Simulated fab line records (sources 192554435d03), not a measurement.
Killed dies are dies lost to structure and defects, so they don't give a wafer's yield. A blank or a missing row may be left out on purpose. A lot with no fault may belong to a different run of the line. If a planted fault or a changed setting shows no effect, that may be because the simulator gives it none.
Shared-tool check    flow n5 finfet    10 lots, 29 wafers sampled

REASON FOR OPENING
On 1 of the 10 lots, a flag is raised at N5_BEOL_M15_CD_MEAS_28 on the reading cd nm. No-fault wafers: 408.2 nm, standard deviation 1.4.
Rule: a lot is flagged in two cases, either no wafer of it has a number, or all its wafers with numbers fall more than 4 standard deviations from that mean. The other lots count as sound.

lot   measured      on         cd nm (nm), wafer by wafer  flag
L898  day 11 17:02  cd sem-02  409.0 408.5 408.2           
L899  day 11 18:59  cd sem-02  407.2 408.0 405.9           
L905  day 13 03:59  cd sem-02  407.8 408.5 408.9           
L907  day 13 06:10  cd sem-02  406.5 407.0 407.0           
L906  day 13 08:56  cd sem-01  409.6 409.3 409.7           
L910  day 14 04:10  cd sem-01  487.9 489.2                 FLAGGED
L919  day 16 07:18  cd sem-02  410.0 410.7 409.6           
L918  day 16 11:49  cd sem-02  405.9 407.7 409.0           
L920  day 16 23:17  cd sem-03  407.5 409.1 409.2           
L921  day 17 02:02  cd sem-01  408.0 409.8 407.2           
The numbers of the flagged lots are 488.5 nm on average: +80.3 nm against the usual, or +57 standard deviations.

EACH LOT AND THE TOOL IT RAN ON
The record keeps 1 process step preceding the reading, out of 1938 steps on the route. Every cell lists first the tool, next ch and the chambers used by the sampled wafers, and last the start.
lot   flag     N5_BEOL_M15_EXPOSE_25
L898           krf scanner-02 ch 0, day 11 16:52
L899           krf scanner-02 ch 0, day 11 18:50
L905           krf scanner-01 ch 0, day 13 03:48
L907           krf scanner-02 ch 0, day 13 05:59
L906           krf scanner-02 ch 0, day 13 08:46
L910  FLAGGED  krf scanner-01 ch 0, day 14 03:59
L919           krf scanner-02 ch 0, day 16 07:07
L918           krf scanner-02 ch 0, day 16 11:38
L920           krf scanner-01 ch 0, day 16 23:08
L921           krf scanner-02 ch 0, day 17 01:52
What these steps do:
- N5_BEOL_M15_EXPOSE_25: exposes mask M15, target cd 400 nm.
- N5_BEOL_M15_CD_MEAS_28: target cd 407.6 nm.

FLAGGED AGAINST TOTAL, ONE TOOL AT A TIME (gauges that did the reading follow at the end)
step                    tool            lots run  flagged  share of the flagged lots  sound lots run after its first flagged lot
N5_BEOL_M15_EXPOSE_25   krf scanner-01  3         1        all                        1 (L920)
N5_BEOL_M15_EXPOSE_25   krf scanner-02  7         0        none                       -
N5_BEOL_M15_CD_MEAS_28  cd sem-01       3         1        all                        1 (L921)
N5_BEOL_M15_CD_MEAS_28  cd sem-02       6         0        none                       -
N5_BEOL_M15_CD_MEAS_28  cd sem-03       1         0        none                       -

THE TABLE: WHAT IT ALLOWS
Rows of the table that ran all the flagged lots, 2 in number: krf scanner-01 at N5_BEOL_M15_EXPOSE_25; cd sem-01 at N5_BEOL_M15_CD_MEAS_28.
- krf scanner-01 at N5_BEOL_M15_EXPOSE_25 ran 3 lots, 1 of them flagged. Sound lots followed the first flagged one (L920) on it, something a lasting fault affecting the whole tool could not allow.
- cd sem-01 at N5_BEOL_M15_CD_MEAS_28 ran 3 lots, 1 of them flagged. Sound lots followed the first flagged one (L921) on it, something a lasting fault affecting the whole tool could not allow.
There is no row in the table that ran each flagged lot and no sound lot after the first.

WHAT HAD BEEN PUT IN BY THE SIMULATOR
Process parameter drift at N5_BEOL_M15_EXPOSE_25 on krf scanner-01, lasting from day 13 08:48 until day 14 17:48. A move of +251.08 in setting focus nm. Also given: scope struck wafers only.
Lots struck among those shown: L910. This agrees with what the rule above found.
